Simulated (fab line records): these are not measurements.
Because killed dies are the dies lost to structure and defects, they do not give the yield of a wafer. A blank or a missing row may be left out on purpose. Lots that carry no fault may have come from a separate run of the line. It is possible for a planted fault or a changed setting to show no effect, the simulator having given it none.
fab line records | flow nand_harc
record: lots: 12 wafers: 36 last_day: 24
route steps=1159 shown A_SLIT@795 A_WL_FILL@813 END@1159
lots that met no fault: taken from a fault-free run of the same line
start_h: start of the lot's first displayed wafer, in hours after the record's first day | wait_h: hours since the lot's step before | " the same as in the row above | L1.1+2: several wafers, shown together as one row | - no value, or no start was given | * or withheld: withheld | < > ~ a bound
route shown NAME@n: names a module that has steps shown in the file, with the first one's number in the route | usual: average and standard deviation across the fault-free wafers | same: alike in all rows | chamber/n: place in a boat | sites: each site's reading | _std_site: how widely they spread, as a standard deviation | _edge_site: inner sites' mean taken away from outer sites' mean | radius_mm: for every site, how far away it sits from the centre of the wafer | mask NAME#n: copy n | behind: the tool/chamber that last shaped the wafer | hold: cause of the lot's hold/its duration in hours/its outcome | device: whichever transistor did not switch (one of n, p or np) | end of line: the route-end tests of the same wafers | step lacking rows: just its recipe | killed: count of dies lost to structure and defects at first sort (not the wafer's yield) | map: a wafer's dies, x killed, . not, _ none there
set.NAME: the run value of the setting; set.NAME@STEP: its run value at that earlier step | model.NAME: the simulator's own value behind a step, which no gauge read
the route's steps for a sample of lots (tables are steps, rows are wafers)
services: the hour from which a tool's chamber was out of use, counted from the record's first day as start_h (under 0 if before that day), plus the number of hours and why
== steps ==
step: NHARC_A_SLIT_ETCH_15
recipe: target_depth_a: 32000 over_etch_frac: 0.3 time_s: 832 ion_energy_ev: 150 o2_flow_sccm: 400 cos_flow_sccm: 20 ar_flow_sccm: 0 rf_w: 500 bias_w: 300 chemistry: O2/COS
usual: drypump_motor_current_A: 5.6/0.46 oes_product_au: 1.003/0.0069 rf_vpp_V: 314.5/2 showerhead_plenum_p_Torr: 3.14/0.13 throttle_valve_pct: 28.329/0.0085
same: time_s: 832
columns lot.wafer tool chamber start_h wait_h drypump_motor_current_A oes_product_au rf_hours_counter_h rf_vpp_V showerhead_plenum_p_Torr throttle_valve_pct
L355.1 rie_diel-04 0 - - 5.6 1.006 1 314.5 3.10 28.322
L355.2 " 2 " " 6.3 1.002 1 316.3 3.21 28.343
L355.5 " 0 " " 5.6 0.998 - 313.4 3.10 28.342
L356.1 rie_diel-04 3 - - 5.7 1.012 2 315.3 3.19 28.314
L356.4 " 0 " " 5.6 0.998 2 313.4 3.10 28.338
L356.6 " 3 " " 5.7 1.014 - 315.1 3.19 28.335
L354.1 rie_diel-09 3 - - 5.6 1.006 7 315.8 3.15 28.317
L354.4 " 0 " " 6.6 1.000 3 316.9 3.30 28.338
L354.6 " 0 " " 6.6 1.001 - 316.8 3.30 28.326
L360.3 rie_diel-03 0 - - 5.2 1.006 10 312.5 3.04 28.322
L360.4 " 1 " " 5.2 1.002 6 311.1 2.94 28.329
L360.5 " 1 " " 5.2 1.003 - 312.4 2.94 28.328
L361.1 rie_diel-03 0 - - 5.2 1.001 11 313.2 3.04 28.332
L361.2 " 1 " " 5.2 0.982 8 310.3 2.94 28.313
L361.6 " 3 " " 5.4 1.004 - 316.5 3.35 28.337
L362.1 rie_diel-09 0 - - 6.6 1.000 7 316.5 3.30 28.323
L362.6 " 2 " " 5.2 1.010 - 315.0 3.14 28.328
L362.5 " 3 " " 5.6 1.007 - 313.0 3.15 28.335
L370.4 rie_diel-03 1 - - 5.2 1.001 0 311.6 2.94 28.322
L370.1 " 2 " " 5.0 1.002 1 311.2 2.93 28.342
L370.3 " 0 " " 5.2 1.000 1 312.2 3.04 28.336
L372.1 rie_diel-04 1 - - 5.4 1.009 9 313.1 3.05 28.321
L372.4 " 2 " " 6.3 1.003 8 315.8 3.21 28.347
L372.5 " 2 " " 6.3 1.000 - 315.5 3.21 28.323
L373.2 rie_diel-04 2 - - 6.3 1.020 9 317.2 3.21 28.325
L373.4 " 3 " " 5.7 1.006 8 315.0 3.19 28.332
L373.6 " 2 " " 6.3 1.005 - 315.7 3.21 28.334
L376.1 rie_diel-09 3 - - 5.6 1.001 0 312.7 3.14 28.321
L376.4 " 1 " " 5.7 0.997 0 317.9 3.28 28.316
L376.3 " 2 " " 5.2 1.000 0 315.5 3.13 28.332
L375.2 rie_diel-03 1 - - 5.2 1.001 2 311.0 2.94 28.309
L375.1 " 2 " " 5.0 0.995 2 311.6 2.93 28.338
L375.3 " 3 " " 5.4 0.996 3 318.2 3.35 28.326
L374.4 rie_diel-09 2 - - 5.2 0.988 1 313.5 3.13 28.324
L374.3 " 1 " " 5.8 1.004 1 316.0 3.28 28.329
L374.6 " 3 " " 5.6 0.998 - 314.3 3.14 28.329
step: NHARC_A_SLIT_CD_MEAS_21
usual: cd_nm: 289.5/0.72
columns lot.wafer tool chamber start_h wait_h cd_nm
L355.1 cd_sem-02 - 328.82 - 289.9
L355.2 " - " " 289.5
L355.5 " - " " 289.8
L356.1 cd_sem-02 - 332.73 - 290.0
L356.4 " - " " 290.7
L356.6 " - " " 290.2
L354.1 cd_sem-03 - 334.94 - 289.7
L354.4 " - " " 289.3
L354.6 " - " " 289.3
L360.3 cd_sem-03 - 356.05 - 290.0
L360.4 " - " " 290.3
L360.5 " - " " 289.8
L361.1 cd_sem-03 - 366.34 - 288.6
L361.2 " - " " 289.0
L361.6 " - " " 288.1
L362.1 cd_sem-03 - 379.08 - 289.8
L362.5 " - " " 289.4
L362.6 " - " " 289.1
L370.1 cd_sem-02 - 424.26 - 290.4
L370.3 " - " " 289.7
L370.4 " - " " 290.2
L372.1 cd_sem-01 - 434.03 - 289.5
L372.4 " - " " 289.9
L372.5 " - " " 289.4
L373.2 cd_sem-02 - 446.29 - 289.2
L373.4 " - " " 289.6
L373.6 " - " " 290.2
L376.1 cd_sem-03 - 446.88 - 288.3
L376.3 " - " " 288.3
L376.4 " - " " 288.4
L375.1 cd_sem-03 - 447.96 - 288.9
L375.2 " - " " 288.9
L375.3 " - " " 289.9
L374.3 cd_sem-03 - 448.55 - 288.5
L374.4 " - " " 289.4
L374.6 " - " " 289.1
step: NHARC_A_WL_FILL_CVD_03
recipe: target_thk_a: 400 temp_c: 300 pressure_torr: 40 wf6_flow_sccm: 40 h2_flow_sccm: 1600 ar_flow_sccm: 1560 time_s: 3302 material: W
usual: chamber_pressure_Torr: 40.01/0.09 heater_power_outer_w: 270/56 heater_power_w: 472/76 throttle_valve_pct: 7.8/0.35
same: time_s: 3302
columns lot.wafer tool chamber start_h wait_h chamber_pressure_Torr heater_power_outer_w heater_power_w throttle_valve_pct
L355.1 cvd_w-02 0 339.15 2.7 39.95 335 551 7.6
L355.2 " 1 " " 39.93 208 383 8.1
L355.5 " 1 341.51 5.1 40.04 202 386 7.9
L356.1 cvd_w-01 1 347.21 5.8 40.04 316 502 8.5
L356.4 " 1 " " 39.97 319 507 8.1
L356.6 " 1 " " 40.05 308 506 8.2
L354.1 cvd_w-01 0 350.03 8.4 40.14 254 465 7.9
L354.4 " 1 351.45 9.8 40.16 316 519 8.2
L354.6 " 1 " " 40.12 311 509 8.2
L360.3 cvd_w-01 0 369.47 4.8 40.16 255 477 8.0
L360.4 " 1 " " 40.02 321 511 7.7
L360.5 " 1 " " 39.96 312 508 8.2
L361.1 cvd_w-01 1 377.48 2.5 40.09 315 506 8.0
L361.2 " 0 " " 39.98 255 476 8.1
L361.6 " 0 379.81 4.8 40.03 251 466 7.9
L362.1 cvd_w-02 0 389.08 2.8 40.09 323 550 7.4
L362.6 " 0 390.98 4.7 40.02 325 561 7.2
L362.5 " 1 " " 39.94 195 358 7.8
L370.1 cvd_w-02 0 434.47 3.1 39.88 331 530 7.5
L370.3 " 1 " " 39.99 192 362 8.1
L370.4 " 0 " " 39.85 333 545 7.5
L372.1 cvd_w-02 0 444.12 0.1 39.94 329 552 7.3
L372.4 " 1 445.54 1.5 40.00 197 355 8.2
L372.5 " 0 " " 40.18 335 550 7.2
L376.1 cvd_w-02 0 455.68 0.7 40.02 324 562 7.5
L376.3 " 0 " " 40.08 324 552 7.5
L376.4 " 1 " " 40.05 192 353 8.1
L374.3 cvd_w-02 1 459.43 4.2 40.15 190 363 8.1
L374.4 " 0 " " 40.17 319 558 7.5
L374.6 " 0 " " 40.22 332 548 7.3
L375.1 cvd_w-01 0 460.46 5.1 39.93 256 473 7.9
L375.2 " 1 " " 40.02 318 514 7.9
L375.3 " 0 " " 39.89 250 463 7.8
L373.2 cvd_w-02 0 461.29 5.7 40.03 332 547 7.4
L373.4 " 0 " " 40.11 334 542 7.1
L373.6 " 1 463.65 8.1 39.88 192 366 8.1
step: NHARC_A_WL_FILL_CVD_23
recipe: target_thk_a: 400 temp_c: 620 pressure_mtorr: 200 time_s: 800 material: poly-Si
usual: pressure_mtorr: 200.0/0.37 run_length_s: 801.8/0.69 spike_tc_bottom_C: 638.0/2.1 time_s: 800/0 tube_center_temp_C: 620/0.054 zone_power_bottom_pct: 11.8/0.7 zone_power_centre_pct: 8.5/0.37
columns lot.wafer tool chamber start_h wait_h pressure_mtorr run_length_s spike_tc_bottom_C time_s tube_center_temp_C zone_power_bottom_pct zone_power_centre_pct
L355.1 lpcvd_poly-03 0 354.74 1.0 200.4 802.3 639.6 800 619.99 12.5 8.9
L355.2 " 0 " " 199.6 802.3 639.0 800 620.05 12.4 8.7
L355.5 " 0 " " 199.3 802.3 640.1 800 620.04 12.3 8.6
L356.1 lpcvd_poly-03 0 360.81 2.4 199.9 802.9 638.9 800 619.8 12.3 8.9
L356.4 " 0 " " 199.7 802.9 639.2 800 620.02 12.3 8.8
L356.6 " 0 " " 199.7 802.9 638.1 800 620.02 12.6 8.7
L354.1 lpcvd_poly-03 0 364.61 2.4 199.9 802.7 641.4 800 620.03 12.5 8.8
L354.4 " 0 " " 200.1 802.7 640.5 800 619.98 12.2 8.8
L354.6 " 0 " " 200.2 802.7 640.0 800 619.94 12.4 8.7
L360.3 lpcvd_poly-01 - 385.38 2.6 - - - - - - -
L360.4 " - " " - - - - - - -
L360.5 " - " " - - - - - - -
L361.1 lpcvd_poly-02 - 394.02 2.2 - - - - - - -
L361.2 " - " " - - - - - - -
L361.6 " - " " - - - - - - -
L362.1 lpcvd_poly-01 - 404.19 2.6 - - - - - - -
L362.5 " - " " - - - - - - -
L362.6 " - " " - - - - - - -
L370.1 lpcvd_poly-01 0 450.98 2.6 200.1 801.1 635.9 800 620 10.9 8.7
L370.3 " 0 " " 200.2 801.1 636.6 800 620.11 11.2 8.6
L370.4 " 0 " " 200.2 801.1 637.3 800 619.98 11.0 8.5
L372.1 lpcvd_poly-02 0 462.45 2.3 200.0 802.0 640.9 800 620.02 12.5 7.7
L372.4 " 0 " " 199.6 802.0 641.0 800 620.05 12.7 7.7
L372.5 " 0 " " 200.0 802.0 641.4 800 619.98 12.5 7.8
L376.1 lpcvd_poly-02 0 471.87 2.2 200.4 802.1 640.5 800 620.12 12.6 7.6
L376.3 " 0 " " 200.1 802.1 640.2 800 619.97 12.2 7.6
L376.4 " 0 " " 200.3 802.1 641.5 800 619.96 12.5 7.7
L374.3 lpcvd_poly-01 0 475.59 2.6 200.5 801.1 636.7 800 619.96 11.1 8.7
L374.4 " 0 " " 199.7 801.1 636.4 800 619.95 11.1 8.7
L374.6 " 0 " " 200.0 801.1 635.5 800 620.03 11.1 8.5
L375.1 lpcvd_poly-01 0 475.59 2.5 199.6 800.8 636.1 800 620.06 10.9 8.5
L375.2 " 0 " " 200.2 800.8 635.6 800 619.99 10.9 8.5
L375.3 " 0 " " 199.4 800.8 637.5 800 620.04 11.1 8.5
L373.2 lpcvd_poly-01 0 478.70 - 199.6 801.1 634.6 800 620.02 11.0 8.6
L373.4 " 0 " " 199.8 801.1 635.6 800 620.05 11.3 8.5
L373.6 " 0 " " 199.9 801.1 634.8 800 619.97 11.0 8.6
step: NHARC_END_SORT_01
recipe: temp_c: 25
usual: killed_at_array: 26/9.6 killed_at_other: 0.7/0.92 killed_at_periphery: 3.8/2.7 killed_dies: 31/10 killed_open: 3.3/1.7 killed_short: 1.8/1.3
same: gross_dies: 677
columns lot.wafer tool chamber start_h wait_h killed_at_array killed_at_other killed_at_periphery killed_dies killed_open killed_short
L361.1 prober-02 0 477.74 2.5 15 0 4 19 2 0
L361.2 prober-02 0 478.53 2.8 25 0 4 29 4 1
killed by level:class
L361.1 A_SLIT:chamber_film_flake=5 A_SGD_CUT:chamber_film_flake=4 A_CHANNEL_HOLE_D1:chamber_film_flake=3 A_CONTACT:geometric_particle:open=2 P_GATE:chamber_film_flake=2 P_ZERO_WELL:chamber_film_flake=1 P_BONDPAD:chamber_film_flake=1 A_CONTACT:chamber_film_flake=1
L361.2 A_SLIT:chamber_film_flake=9 A_SGD_CUT:chamber_film_flake=6 A_STAIRCASE:chamber_film_flake=3 A_CONTACT:geometric_particle:open=2 P_ZERO_WELL:chamber_film_flake=2 A_CHANNEL_HOLE_D1:chamber_film_flake=2 P_GATE:geometric_particle:open=1 A_ONON_D1:geometric_particle:open=1
== services ==
columns tool chamber start_h hours kind
cvd_w-01 - 296.39 13.0 pm
cvd_w-01 0 296.39 13.0 vent_cycle
cvd_w-01 1 296.39 13.0 vent_cycle
rie_diel-03 1 296.39 18.6 repair
rie_diel-04 0 297.90 - clean
rie_diel-04 1 297.90 - clean
rie_diel-04 2 297.90 - clean
cvd_w-01 0 309.39 - clean
cvd_w-01 1 309.39 - clean
rie_diel-04 0 310.28 3.1 repair
lpcvd_poly-02 - 346.71 4.5 repair
cvd_w-02 - 376.08 13.0 pm
cvd_w-02 0 376.08 13.0 vent_cycle
cvd_w-02 1 376.08 13.0 vent_cycle
lpcvd_poly-03 - 376.91 12.3 repair
cvd_w-02 0 389.08 - clean
cvd_w-02 1 389.08 - clean
rie_diel-03 - 392.58 9.0 pm
rie_diel-03 1 405.02 9.2 repair
rie_diel-09 2 415.20 1.7 repair
rie_diel-04 2 422.05 4.0 repair
rie_diel-09 - 431.10 9.0 pm
rie_diel-04 - 465.90 9.0 pm
rie_diel-03 2 470.40 2.7 repair
== key ==
first_sign: step: NHARC_A_WL_FILL_CVD_23 reading: tool_record direction: missing
effect none on later readings
met_at NHARC_A_WL_FILL_CVD_23
struck_lots L360,L361,L362
tester_left_out L360,L361,L362
not_acting_at NHARC_A_SLIT_ETCH_15,NHARC_A_SLIT_CD_MEAS_21,NHARC_A_WL_FILL_CVD_03
fault: kind: skipped_step_whole tool: lpcvd_poly-01,lpcvd_poly-02 chamber: - onset_h: 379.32 steps: NHARC_A_WL_FILL_CVD_23 scope: struck_lots_only
tester_left_out: of these lots the tester's yield and bins aren't shown, on N5 and GAA mostly nor the transistor test; their killed dies are dies lost to structure and defects alone, not to doping, threshold or leakage, so they don't give the yield
